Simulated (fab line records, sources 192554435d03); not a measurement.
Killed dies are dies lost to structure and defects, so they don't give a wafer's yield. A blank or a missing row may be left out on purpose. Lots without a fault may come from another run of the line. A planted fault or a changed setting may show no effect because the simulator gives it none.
A struck lot beside a sound one | flow n5_finfet | 16 steps out of a route of 1938
Sound: wafers L770.1, L770.3, L770.5. Struck: wafers L784.3, L784.5, L784.6. The cause comes at the end.
At each step with rows: each side's tool, then ch and its chambers, then its first start. Under that, the readings that differ: sound wafers | struck wafers | difference of the means | sigmas: that difference in standard deviations of wafers without a fault.
alike: readings whose means differ by less than 2 such deviations, and words and numbers that are the same on both sides. not compared: withheld readings, readings that some wafer has no value for, bounds like >300 that may hide the same value, and numbers for which the record gives no deviation and whose values overlap.
The two part at a step that has a row with sigmas, a row that says differs or no value, or rows on one side only. Numbers that don't overlap but have no deviation are shown without sigmas and don't part them. A reading that every wafer of one side lacks parts them only if that side has two wafers or more.

N5_BEOL_M2_SPUTTER_86: material Cu, target thk 4.5 nm, time 8.29 s.
  sound on pvd_sputter-02, day 7 16:37; struck on pvd_sputter-03, day 10 20:47
  alike: throttle_valve_pct
then, 2 steps without rows for these wafers: N5_BEOL_M2_ANNEAL_87 (time 240 s); N5_BEOL_M2_SPUTTER_88 (material Cu, target thk 4.5 nm, time 8.29 s).
N5_BEOL_M2_ANNEAL_89: time 240 s.
  sound on pvd_sputter-02, day 7 16:55; struck on pvd_sputter-03, day 10 21:05
  alike: heater_power_w
then, 1 step without rows for these wafers: N5_BEOL_M2_SPUTTER_90 (material Cu, target thk 4.5 nm, time 8.29 s).
N5_BEOL_M2_ANNEAL_91: time 240 s.
  sound on pvd_sputter-02, day 7 17:08; struck on pvd_sputter-03, day 10 21:19
  alike: heater_power_w
then, 1 step without rows for these wafers: N5_BEOL_M2_SPUTTER_92 (material Cu, target thk 4.5 nm, time 8.29 s).
N5_BEOL_M2_ANNEAL_93: time 240 s.
  sound on pvd_sputter-02, day 7 17:22; struck on pvd_sputter-03, day 10 21:32
  alike: heater_power_w
N5_BEOL_M2_SPUTTER_94: material Cu, target thk 4.5 nm, time 8.29 s.
  sound on pvd_sputter-02, day 7 17:30; struck on pvd_sputter-03, day 10 21:40
  alike: throttle_valve_pct
then, 3 steps without rows for these wafers: N5_BEOL_M2_ANNEAL_95 (time 240 s); N5_BEOL_M2_SPUTTER_96 (material Cu, target thk 4.5 nm, time 8.29 s); N5_BEOL_M2_ECD_50 (material Cu, target thk 300 nm).
N5_BEOL_M2_ANNEAL_51: time 90 s.
  sound on rtp_anneal-02 ch 0, day 7 17:55; struck on rtp_anneal-02 ch 0, day 10 22:10
  reading          | sound                | struck               | difference | sigmas
  wafer_temp_C_max | 225.88 225.50 225.92 | 223.38 223.28 223.38 | -2.42      | -13
then, 1 step without rows for these wafers: N5_BEOL_M2_CMP_52 (polishes, stops on SiOC, t overpolish 6.8 s, target thk 40 nm).
-- the record jumps here: 2 days lie between the struck wafers' starts before and after (it left off in module BEOL_M2 and takes up again in module BEOL_M4, whose first step shown is number 1111 of the route) --
N5_BEOL_M4_RC_MEAS_101:
  sound on prober-02 ch 0, day 9 01:35; struck on prober-01 ch 0, day 13 08:00
  alike: DIBL_N, DIBL_P, IOFF_N, IOFF_P, ION_N, ION_P, SS_N, SS_P, VT_N, VT_P
-- the record jumps here: 5 days lie between the struck wafers' starts before and after (it left off in module BEOL_M4 and takes up again in module PASSIVATION, whose first step shown is number 1936 of the route) --
N5_PASSIVATION_PROBE_49:
  sound on prober-02, day 14 05:35; struck on prober-01, day 17 20:05
  reading                  | sound          | struck         | difference | sigmas
  defect_limited_yield (%) | 92.4 91.9 94.2 | 89.0 88.2 91.2 | -3.4       | -2
  killed_at_M4_up          | 11 12 15       | 29 24 16       | +10        | +2
  killed_dies              | 90 95 68       | 130 139 104    | +40        | +2
  killed_open              | 56 55 47       | 93 92 59       | +29        | +2
  sort_bin_5_function (%)  | 4.3 4.2 3.0    | 6.8 6.4 4.8    | +2.2       | +2
  sort_n_pass              | 1090 1085 1112 | 1050 1041 1076 | -40        | -2
  sort_yield_pct (%)       | 92.4 91.9 94.2 | 89.0 88.2 91.2 | -3.4       | -2
  alike: killed_at_M0_to_M3, killed_at_contacts, killed_at_front_end, killed_at_other, killed_short, sort_bin_4_leakage, sort_bin_6_memory

WHERE THEY PART
First at N5_BEOL_M2_ANNEAL_51; last, within this record, at N5_PASSIVATION_PROBE_49.

WHY: what the simulator had put in
Process parameter drift: rtp_anneal-02, from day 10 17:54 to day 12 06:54, at N5_BEOL_M2_ANNEAL_51. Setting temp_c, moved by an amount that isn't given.
